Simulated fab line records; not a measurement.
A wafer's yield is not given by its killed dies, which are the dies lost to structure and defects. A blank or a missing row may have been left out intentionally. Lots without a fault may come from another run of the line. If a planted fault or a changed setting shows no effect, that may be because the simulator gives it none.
fab line records | flow n5-finfet
record: lots: 6 | wafers: 18 | last-day: 17
route steps=1938 shown BEOL_M0@715 BEOL_M4@1111
lots that met no fault: from a run of the same line without faults
start-h: hours from the record's opening day to when the first of the lot's shown wafers began | wait-h: hours from the lot's prior step to this one | " repeats the value in the row above | L1.1+2: a row that stands for several wafers | - no value, or no start was given | * or withheld: withheld | < > ~ a bound
route shown NAME@n: NAME is a module with steps in the file, n the number in the route of the first one | usual: mean/standard deviation taken from wafers without a fault | same: alike in all rows | chamber/n: place in a boat | sites: the reading at each site | _std_site: how widely they spread, as a standard deviation | _edge_site: mean of outer sites minus mean of inner sites | radius-mm: how far each site lies from the wafer's centre | mask NAME#n: copy n | behind: the most recent tool/chamber to have shaped the wafer | hold: cause of the lot's hold/its duration in hours/its outcome | device: the transistor (n, p or np) that didn't switch | end of line: tests of these same wafers at the route's end | a step without rows: its recipe alone | killed: not the wafer's yield, but the dies lost to structure and defects at the first sort | map: the dies of a wafer, with x for killed, . for not killed, _ for no die there
set.NAME: the setting as run; set.NAME@STEP: as run at that earlier step | model.NAME: the simulator's own value behind a step, which no gauge read
lots at some steps of the route; a table a step, a row a wafer
services: a tool's chamber out of use, with start hour (start-h, from the record's first day; less than 0 if before it), hours out, and reason
== steps ==
step: N5_BEOL_M0_ETCH_138
recipe: chemistry: CH3F/O2 | target-depth-a: 120 | target: SiCN | time-s: 31.6 | ion-energy-ev: 120 | pressure-mtorr: 30 | source-w: 395 | bias-w: 75 | Ar_flow_sccm: 150 | CH3F_flow_sccm: 30 | O2_flow_sccm: 20 | ends: cleared
usual: drypump-motor-current-A: 5.7/0.46 | etch-rf-on-time-s: 28.7/1.1 | oes-product-au: 0.67/0.075 | rf-vpp-V: 297.9/1.7 | showerhead-plenum-p-Torr: 2.04/0.081 | throttle-valve-pct: 16.37/0.23
lot.wafer | tool        | chamber | start-h | wait-h | drypump-motor-current-A | etch-rf-on-time-s | oes-product-au | rf-hours-counter-h | rf-vpp-V | showerhead-plenum-p-Torr | throttle-valve-pct
L308.3    | rie-diel-04 | 1       | 163.01  | 0.0    | 5.8                     | 29.3              | 0.77           | 28                 | 295.0    | 1.96                     | 16.18
L308.4    | "           | 2       | "       | "      | 5.1                     | 28.9              | 0.73           | 59                 | 298.1    | 2.12                     | 16.11
L308.5    | "           | 2       | "       | "      | 5.1                     | 28.1              | 0.72           | -                  | 299.3    | 2.12                     | 16.11
L314.2    | rie-diel-03 | 1       | 199.43  | 0.0    | 5.2                     | 27.5              | 0.77           | 60                 | 301.0    | 2.12                     | 16.05
L314.4    | "           | 1       | "       | "      | 5.2                     | 27.1              | 0.75           | -                  | 298.4    | 2.12                     | 16.04
L314.5    | "           | 0       | "       | "      | 6.3                     | 29.8              | 0.61           | -                  | 298.9    | 2.07                     | 16.64
L315.1    | rie-diel-01 | 0       | 207.97  | 0.0    | 6.5                     | 27.7              | 0.69           | 83                 | 298.5    | 2.04                     | 16.19
L315.2    | "           | 3       | "       | "      | 5.7                     | 27.8              | 0.62           | 200                | 296.6    | 2.06                     | 16.37
L315.5    | "           | 1       | "       | "      | 5.8                     | 28.5              | 0.61           | -                  | 296.4    | 1.91                     | 16.36
L320.1    | rie-diel-03 | 1       | 241.93  | 0.0    | 5.2                     | 27.9              | 0.74           | 81                 | 298.7    | 2.11                     | 16.10
L320.3    | "           | 3       | "       | "      | 5.6                     | 28.6              | 0.56           | 234                | 298.0    | 2.05                     | 16.82
L320.5    | "           | 0       | "       | "      | 6.3                     | 30.2              | 0.58           | -                  | 298.1    | 2.06                     | 16.66
L321.2    | rie-diel-03 | 0       | 242.63  | 0.0    | 6.3                     | 30.1              | 0.59           | 214                | 298.9    | 2.06                     | 16.66
L321.4    | "           | 2       | "       | "      | 6.0                     | 28.8              | 0.64           | 182                | 296.3    | 1.91                     | 16.37
L321.6    | "           | 0       | "       | "      | 6.3                     | 29.6              | 0.59           | -                  | 300.6    | 2.06                     | 16.67
L323.1    | rie-diel-01 | 0       | 253.94  | 0.0    | 6.5                     | 29.2              | 0.66           | 106                | 297.5    | 2.04                     | 16.24
L323.5    | "           | 0       | "       | "      | 6.5                     | 29.8              | 0.68           | -                  | 298.2    | 2.04                     | 16.21
L323.6    | "           | 3       | "       | "      | 5.6                     | 30.0              | 0.62           | -                  | 297.5    | 2.06                     | 16.43
step: N5_BEOL_M0_HM_OPEN_105
recipe: chemistry: Cl2/BCl3 | target-depth-a: 120 | target: TiN | ion-energy-ev: 150 | pressure-mtorr: 10 | icp-w: 1000 | bias-w: 126 | Cl2_flow_sccm: 53.25 | bcl3-flow-sccm: 21.75 | Ar_flow_sccm: 25
usual: drypump-motor-current-A: 5.7/0.53 | oes-product-au: 0.76/0.086 | throttle-valve-pct: 22.09/0.1
lot.wafer | tool         | chamber | start-h | wait-h | drypump-motor-current-A | oes-product-au | rf-hours-counter-h | throttle-valve-pct
L308.3    | rie-metal-01 | 0       | 163.58  | 0.5    | 5.4                     | 0.81           | -                  | 22.11
L308.4    | "            | 1       | "       | "      | 5.5                     | 0.67           | -                  | 22.06
L308.5    | "            | 1       | "       | "      | 5.5                     | 0.66           | -                  | 22.06
L314.2    | rie-metal-01 | 0       | 199.54  | 0.1    | 5.4                     | 0.80           | 34                 | 22.12
L314.4    | "            | 1       | "       | "      | 5.5                     | 0.66           | -                  | 22.07
L314.5    | "            | 0       | "       | "      | 5.4                     | 0.80           | -                  | 22.12
L315.1    | rie-metal-03 | 1       | 208.09  | 0.1    | 6.6                     | 0.77           | 42                 | 22.16
L315.2    | "            | 0       | "       | "      | 5.2                     | 0.78           | 31                 | 21.96
L315.5    | "            | 1       | "       | "      | 6.6                     | 0.76           | -                  | 22.17
L320.1    | rie-metal-01 | 1       | 242.79  | 0.8    | 5.5                     | 0.65           | 100                | 22.07
L320.3    | "            | 0       | "       | "      | 5.4                     | 0.80           | -                  | 22.12
L320.5    | "            | 1       | "       | "      | 5.5                     | 0.65           | -                  | 22.09
L321.2    | rie-metal-03 | 1       | 243.04  | 0.4    | 6.6                     | 0.77           | 45                 | 22.16
L321.4    | "            | 0       | "       | "      | 5.2                     | 0.78           | -                  | 21.98
L321.6    | "            | 0       | "       | "      | 5.2                     | 0.78           | -                  | 21.96
L323.1    | rie-metal-03 | 0       | 254.07  | 0.1    | 5.2                     | 0.78           | 35                 | 21.98
L323.5    | "            | 0       | "       | "      | 5.2                     | 0.77           | -                  | 21.99
L323.6    | "            | 1       | "       | "      | 6.6                     | 0.76           | -                  | 22.21
step: N5_BEOL_M0_STRIP_140
recipe: chemistry: CF4 | resist: SiARC | power-w: 300 | bias-power-w: 75 | pressure-mtorr: 50 | cf4-flow-sccm: 150 | rf-frequency-hz: 6e+07
step: N5_BEOL_M0_STRIP_104
recipe: chemistry: N2/H2 | power-w: 450 | temp-c: 40 | pressure-mtorr: 20 | rf-frequency-hz: 6e+07 | overash-fraction: 0.3 | bias-power-w: 7 | h2-frac: 0.5 | n2-flow-sccm: 200 | h2-flow-sccm: 200
step: N5_BEOL_M0_WET_ETCH_106
recipe: chemistry: DHF | dilution: 10:1 | temp-c: 25 | target: SiO2 | target-depth-a: 1300 | dry: ipa-marangoni | rinse-time-s: 30 | rinse-temp-c: 23
step: N5_BEOL_M0_ETCH_128
recipe: chemistry: CF4/N2 | target-depth-a: 120 | overetch-a: 51 | target: SiCN | time-s: 21.4 | ion-energy-ev: 150 | pressure-mtorr: 40 | source-w: 430 | bias-w: 70 | Ar_flow_sccm: 100 | cf4-flow-sccm: 60 | n2-flow-sccm: 60
usual: drypump-motor-current-A: 5.7/0.47 | oes-product-au: 0.54/0.059 | rf-vpp-V: 383.1/2.3 | showerhead-plenum-p-Torr: 2.24/0.094 | throttle-valve-pct: 15.45/0.23
lot.wafer | tool        | chamber | start-h | wait-h | drypump-motor-current-A | oes-product-au | rf-hours-counter-h | rf-vpp-V | showerhead-plenum-p-Torr | throttle-valve-pct
L308.3    | rie-diel-03 | 2       | 163.85  | 0.0    | 6.0                     | 0.53           | 141                | 380.6    | 2.12                     | 15.37
L308.4    | "           | 1       | "       | "      | 5.3                     | 0.62           | 47                 | 386.1    | 2.35                     | 15.19
L308.5    | "           | 1       | "       | "      | 5.2                     | 0.61           | -                  | 385.7    | 2.35                     | 15.20
L314.2    | rie-diel-03 | 1       | 201.51  | 1.6    | 5.2                     | 0.59           | 61                 | 385.8    | 2.34                     | 15.22
L314.4    | "           | 3       | "       | "      | 5.6                     | 0.47           | 212                | 383.7    | 2.28                     | 15.96
L314.5    | "           | 1       | "       | "      | 5.2                     | 0.59           | -                  | 385.9    | 2.34                     | 15.23
L315.1    | rie-diel-03 | 0       | 209.41  | 0.8    | 6.3                     | 0.48           | 198                | 384.2    | 2.28                     | 15.77
L315.2    | "           | 1       | "       | "      | 5.2                     | 0.57           | 66                 | 383.6    | 2.34                     | 15.25
L315.5    | "           | 1       | "       | "      | 5.2                     | 0.58           | -                  | 385.2    | 2.34                     | 15.23
L320.1    | rie-diel-01 | 0       | 243.98  | 0.7    | 6.5                     | 0.54           | 101                | 381.5    | 2.24                     | 15.30
L320.3    | "           | 1       | "       | "      | 5.8                     | 0.47           | 229                | 379.6    | 2.10                     | 15.49
L320.5    | "           | 0       | "       | "      | 6.5                     | 0.55           | -                  | 383.0    | 2.24                     | 15.30
L321.2    | rie-diel-01 | 3       | 244.10  | 0.8    | 5.7                     | 0.49           | 218                | 382.0    | 2.28                     | 15.57
L321.4    | "           | 1       | "       | "      | 5.8                     | 0.49           | 229                | 378.6    | 2.10                     | 15.50
L321.6    | "           | 0       | "       | "      | 6.5                     | 0.53           | -                  | 381.8    | 2.24                     | 15.30
L323.1    | rie-diel-03 | 2       | 254.51  | 0.0    | 6.0                     | 0.51           | 188                | 379.4    | 2.10                     | 15.49
L323.5    | "           | 2       | "       | "      | 6.0                     | 0.52           | -                  | 377.6    | 2.10                     | 15.49
L323.6    | "           | 3       | "       | "      | 5.6                     | 0.47           | -                  | 383.7    | 2.27                     | 16.02
step: N5_BEOL_M0_TRENCH_ETCH_107
recipe: chemistry: C4F6/O2 | target-depth-a: 328 | target: SiOC | time-s: 16.4 | ion-energy-ev: 250 | pressure-mtorr: 30 | source-w: 355 | bias-w: 185 | Ar_flow_sccm: 300 | C4F6_flow_sccm: 10 | O2_flow_sccm: 10
usual: drypump-motor-current-A: 5.7/0.47 | oes-product-au: 0.80/0.088 | rf-vpp-V: 673/19 | showerhead-plenum-p-Torr: 2.90/0.12 | throttle-valve-pct: 20.90/0.18
lot.wafer | tool        | chamber | start-h | wait-h | drypump-motor-current-A | oes-product-au | rf-hours-counter-h | rf-vpp-V | showerhead-plenum-p-Torr | throttle-valve-pct
L308.3    | rie-diel-03 | 2       | 163.89  | 0.0    | 6.0                     | 0.79           | 141                | 670      | 2.74                     | 20.79
L308.4    | "           | 1       | "       | "      | 5.2                     | 0.91           | 47                 | 690      | 3.02                     | 20.64
L308.5    | "           | 1       | "       | "      | 5.2                     | 0.92           | -                  | 689      | 3.02                     | 20.63
L314.2    | rie-diel-03 | 1       | 201.55  | 0.0    | 5.2                     | 0.90           | 61                 | 688      | 3.02                     | 20.65
L314.4    | "           | 3       | "       | "      | 5.6                     | 0.67           | 212                | 700      | 2.94                     | 21.37
L314.5    | "           | 1       | "       | "      | 5.2                     | 0.89           | -                  | 688      | 3.02                     | 20.66
L315.1    | rie-diel-03 | 0       | 209.45  | 0.0    | 6.2                     | 0.71           | 198                | 669      | 2.93                     | 21.13
L315.2    | "           | 1       | "       | "      | 5.2                     | 0.88           | 66                 | 687      | 3.02                     | 20.66
L315.5    | "           | 1       | "       | "      | 5.2                     | 0.88           | -                  | 688      | 3.02                     | 20.66
L320.1    | rie-diel-01 | 0       | 244.03  | 0.0    | 6.5                     | 0.80           | 101                | 666      | 2.90                     | 20.81
L320.3    | "           | 1       | "       | "      | 5.8                     | 0.70           | 229                | 657      | 2.71                     | 20.90
L320.5    | "           | 0       | "       | "      | 6.5                     | 0.79           | -                  | 664      | 2.90                     | 20.83
L321.2    | rie-diel-01 | 3       | 244.14  | 0.0    | 5.7                     | 0.72           | 218                | 712      | 2.93                     | 20.93
L321.4    | "           | 1       | "       | "      | 5.8                     | 0.69           | 229                | 658      | 2.71                     | 20.89
L321.6    | "           | 0       | "       | "      | 6.5                     | 0.79           | -                  | 667      | 2.90                     | 20.82
L323.1    | rie-diel-03 | 2       | 254.55  | 0.0    | 6.0                     | 0.75           | 188                | 669      | 2.71                     | 20.87
L323.5    | "           | 2       | "       | "      | 6.0                     | 0.76           | -                  | 667      | 2.72                     | 20.88
L323.6    | "           | 3       | "       | "      | 5.6                     | 0.66           | -                  | 699      | 2.92                     | 21.39
step: N5_BEOL_M0_STRIP_142
recipe: chemistry: N2/H2 | time-s: 10 | power-w: 450 | temp-c: 40 | pressure-mtorr: 20 | rf-frequency-hz: 6e+07 | bias-power-w: 7 | n2-flow-sccm: 200 | h2-flow-sccm: 200
step: N5_BEOL_M0_OCD_MEAS_108
usual: trench-depth-nm: 33.2/0.93
lot.wafer | tool   | chamber | start-h | wait-h | trench-depth-nm
L308.3    | ocd-02 | -       | 164.00  | 0.1    | 33.4
L308.4    | "      | -       | "       | "      | 35.2
L308.5    | "      | -       | "       | "      | 35.1
L314.2    | ocd-01 | -       | 201.65  | 0.1    | 35.0
L314.4    | "      | -       | "       | "      | 31.9
L314.5    | "      | -       | "       | "      | 35.3
L315.1    | ocd-01 | -       | 209.55  | 0.1    | 31.3
L315.2    | "      | -       | "       | "      | 35.0
L315.5    | "      | -       | "       | "      | 34.3
L320.1    | ocd-02 | -       | 244.13  | 0.1    | 33.3
L320.3    | "      | -       | "       | "      | 33.0
L320.5    | "      | -       | "       | "      | 33.1
L321.2    | ocd-01 | -       | 244.25  | 0.1    | 33.4
L321.4    | "      | -       | "       | "      | 32.4
L321.6    | "      | -       | "       | "      | 33.0
L323.1    | ocd-01 | -       | 254.66  | 0.1    | 34.1
L323.5    | "      | -       | "       | "      | 34.5
L323.6    | "      | -       | "       | "      | 32.3
step: N5_BEOL_M0_HM_STRIP_129
recipe: chemistry: peroxide-tin-strip | material: TiN | target-depth-a: 170 | temp-c: 50 | time-s: 108
step: N5_BEOL_M0_SRD_130
recipe: time-s: 30 | temp-c: 23 | rinse-liquid: diw | dry: ipa-marangoni
step: N5_BEOL_M0_ETCH_109
recipe: chemistry: CH3F/O2 | target-depth-a: 80 | overetch-a: 24 | target: SiCN | time-s: 27.4 | ion-energy-ev: 120 | pressure-mtorr: 30 | source-w: 395 | bias-w: 75 | Ar_flow_sccm: 150 | CH3F_flow_sccm: 30 | O2_flow_sccm: 20
usual: drypump-motor-current-A: 5.7/0.47 | oes-product-au: 0.67/0.075 | rf-vpp-V: 297.9/1.9 | showerhead-plenum-p-Torr: 2.03/0.085 | throttle-valve-pct: 16.36/0.21
lot.wafer | tool        | chamber | start-h | wait-h | drypump-motor-current-A | oes-product-au | rf-hours-counter-h | rf-vpp-V | showerhead-plenum-p-Torr | throttle-valve-pct
L308.3    | rie-diel-04 | 2       | 164.29  | 0.2    | 5.1                     | 0.69           | 59                 | 300.5    | 2.13                     | 16.13
L308.4    | "           | 3       | "       | "      | 5.0                     | 0.61           | 198                | 297.2    | 1.91                     | 16.45
L308.5    | "           | 1       | "       | "      | 5.9                     | 0.77           | -                  | 296.7    | 1.96                     | 16.19
L314.2    | rie-diel-03 | 0       | 202.30  | 0.6    | 6.3                     | 0.59           | 193                | 298.7    | 2.07                     | 16.64
L314.4    | "           | 2       | "       | "      | 6.0                     | 0.65           | 161                | 295.7    | 1.91                     | 16.32
L314.5    | "           | 0       | "       | "      | 6.2                     | 0.62           | -                  | 299.3    | 2.07                     | 16.63
L315.1    | rie-diel-01 | 0       | 209.66  | 0.0    | 6.5                     | 0.68           | 84                 | 297.7    | 2.04                     | 16.18
L315.2    | "           | 1       | "       | "      | 5.8                     | 0.61           | 212                | 296.3    | 1.90                     | 16.35
L315.5    | "           | 1       | "       | "      | 5.8                     | 0.60           | -                  | 294.6    | 1.90                     | 16.35
L320.1    | rie-diel-03 | 2       | 244.65  | 0.4    | 6.0                     | 0.63           | 184                | 295.0    | 1.91                     | 16.37
L320.3    | "           | 1       | "       | "      | 5.2                     | 0.70           | 83                 | 298.9    | 2.11                     | 16.09
L320.5    | "           | 3       | "       | "      | 5.6                     | 0.58           | -                  | 299.1    | 2.05                     | 16.82
L321.2    | rie-diel-01 | 2       | 244.68  | 0.4    | 5.0                     | 0.75           | 42                 | 299.8    | 2.12                     | 16.35
L321.4    | "           | 1       | "       | "      | 5.7                     | 0.60           | 230                | 296.3    | 1.90                     | 16.38
L321.6    | "           | 0       | "       | "      | 6.5                     | 0.69           | -                  | 297.4    | 2.04                     | 16.22
L323.1    | rie-diel-01 | 1       | 254.77  | 0.0    | 5.7                     | 0.60           | 234                | 296.3    | 1.90                     | 16.40
L323.5    | "           | 1       | "       | "      | 5.8                     | 0.61           | -                  | 294.2    | 1.90                     | 16.42
L323.6    | "           | 0       | "       | "      | 6.5                     | 0.68           | -                  | 297.9    | 2.04                     | 16.23
step: N5_BEOL_M0_STRIP_139
recipe: chemistry: post-etch-residue-remover | time-s: 60 | temp-c: 25 | remover-ph: withheld | remover-water-wt-pct: withheld | remover-fluoride-wt-pct: withheld
usual: run-length-s: 67.4/2.5 | temp-c: 25.01/0.12
lot.wafer | tool         | chamber | start-h | wait-h | run-length-s | temp-c
L308.3    | wet-bench-02 | 3       | 164.40  | 0.1    | 68.1         | 25.03
L308.4    | "            | 7       | "       | "      | 66.6         | 24.91
L308.5    | "            | 0       | "       | "      | 65.8         | 25.00
L314.2    | wet-bench-03 | 5       | 202.40  | 0.1    | 66.2         | 25.17
L314.4    | "            | 4       | "       | "      | 67.0         | 25.26
L314.5    | "            | 1       | "       | "      | 67.5         | 24.94
L315.1    | wet-bench-03 | 6       | 209.77  | 0.1    | 65.5         | 24.99
L315.2    | "            | 2       | "       | "      | 67.1         | 25.03
L315.5    | "            | 1       | "       | "      | 66.9         | 25.13
L320.1    | wet-bench-02 | 0       | 244.75  | 0.1    | -            | -
L320.3    | "            | 6       | "       | "      | -            | -
L320.5    | "            | 5       | "       | "      | -            | -
L321.2    | wet-bench-02 | 7       | 244.79  | 0.1    | -            | -
L321.4    | "            | 5       | "       | "      | -            | -
L321.6    | "            | 6       | "       | "      | -            | -
L323.1    | wet-bench-03 | 5       | 254.87  | 0.1    | 67.0         | 25.05
L323.5    | "            | 4       | "       | "      | 67.2         | 24.92
L323.6    | "            | 6       | "       | "      | 65.8         | 25.12
step: N5_BEOL_M0_SRD_111
recipe: time-s: 30 | temp-c: 23 | rinse-liquid: diw | dry: ipa-marangoni
step: N5_BEOL_M4_RC_MEAS_101
usual: DIBL_N: 36.7/2.4 | DIBL_P: 37.4/2.9 | IOFF_N: 0.18/0.05 | IOFF_P: 0.23/0.058 | ION_N: 683/16 | ION_P: 467/11 | SS_N: 71.7/0.77 | SS_P: 73.5/0.87 | VT_N: 249/4.3 | VT_P: -250/4.4
lot.wafer | tool      | chamber | start-h | wait-h | DIBL_N[mV/V] | DIBL_P[mV/V] | IOFF_N[nA/um] | IOFF_P[nA/um] | ION_N[uA/um] | ION_P[uA/um] | SS_N[mV/dec] | SS_P[mV/dec] | VT_N[mV] | VT_P[mV]
L308.3    | prober-01 | 0       | 209.47  | 0.3    | 37.0         | 36.5         | 0.18          | 0.28          | 679          | 475          | 72.0         | 73.5         | 248      | -245
L308.4    | "         | 0       | "       | "      | 36.1         | 35.1         | 0.17          | 0.25          | 673          | 469          | 72.0         | 72.9         | 249      | -246
L308.5    | "         | 0       | "       | "      | 40.5         | 41.1         | 0.28          | 0.37          | 700          | 476          | 72.8         | 74.9         | 243      | -242
L315.1    | prober-01 | 0       | 251.47  | 0.0    | 34.5         | 33.6         | 0.14          | 0.18          | 670          | 458          | 71.1         | 72.3         | 254      | -251
L315.2    | "         | 0       | "       | "      | 39.5         | 40.5         | 0.26          | 0.28          | 701          | 471          | 72.4         | 74.9         | 245      | -247
L315.5    | "         | 0       | "       | "      | 37.0         | 37.1         | 0.21          | 0.22          | 695          | 464          | 71.6         | 73.4         | 245      | -251
L314.2    | prober-02 | 0       | 251.57  | 0.2    | 36.3         | 35.6         | 0.15          | 0.19          | 677          | 462          | 71.0         | 72.3         | 247      | -252
L314.4    | "         | 0       | "       | "      | 33.9         | 34.7         | 0.14          | 0.20          | 696          | 478          | 70.7         | 72.1         | 247      | -248
L314.5    | "         | 0       | "       | "      | 36.3         | 36.5         | 0.15          | 0.21          | 682          | 472          | 70.6         | 73.5         | 245      | -246
L320.1    | prober-01 | 0       | 285.46  | 0.0    | 38.0         | 41.1         | 0.21          | 0.24          | 682          | 455          | 71.3         | 74.4         | 245      | -250
L320.3    | "         | 0       | "       | "      | 33.9         | 36.3         | 0.13          | 0.17          | 661          | 456          | 71.2         | 72.9         | 253      | -254
L320.5    | "         | 0       | "       | "      | 37.5         | 40.8         | 0.19          | 0.23          | 682          | 463          | 71.8         | 74.5         | 246      | -252
L321.2    | prober-01 | 0       | 295.50  | 0.2    | 36.4         | 37.8         | 0.18          | 0.19          | 705          | 469          | 71.8         | 72.7         | 247      | -258
L321.4    | "         | 0       | "       | "      | 35.4         | 36.3         | 0.16          | 0.17          | 694          | 462          | 71.7         | 73.0         | 248      | -256
L321.6    | "         | 0       | "       | "      | 38.5         | 39.9         | 0.22          | 0.22          | 690          | 457          | 72.8         | 73.3         | 248      | -254
L323.1    | prober-02 | 0       | 300.75  | 0.0    | 39.2         | 41.2         | 0.25          | 0.27          | 742          | 491          | 72.1         | 73.9         | 240      | -246
L323.5    | "         | 0       | "       | "      | 35.5         | 35.9         | 0.14          | 0.17          | 669          | 446          | 70.9         | 72.1         | 249      | -254
L323.6    | "         | 0       | "       | "      | 38.0         | 39.7         | 0.21          | 0.23          | 699          | 470          | 71.5         | 73.7         | 247      | -252
== services ==
tool         | chamber | start-h | hours | kind
rie-diel-03  | 0       | 159.33  | 1.3   | repair
rie-diel-04  | -       | 180.48  | 69.8  | repair
wet-bench-02 | -       | 184.61  | 6.7   | repair
rie-diel-03  | 1       | 185.26  | 8.8   | repair
rie-diel-03  | 3       | 194.43  | 6.1   | repair
rie-metal-01 | -       | 195.47  | 1.3   | repair
== key ==
first-sign: step: N5_BEOL_M0_STRIP_139 | reading: tool-record | direction: missing
effect none on later readings
met-at N5_BEOL_M0_STRIP_139
struck-wafers L320.1,L320.3,L320.5,L321.2,L321.4,L321.6
sort-left-out L320.1,L320.3,L320.5,L321.2,L321.4,L321.6
onset-between 164.40 244.75
fault: kind: skipped-step-whole | tool: wet-bench-02 | chamber: - | onset-h: 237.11 | steps: N5_BEOL_M0_STRIP_139 | scope: struck-lots-only
sort-left-out: the simulated sort isn't trusted on such a fault, so these wafers' sort isn't shown, and their yield isn't known
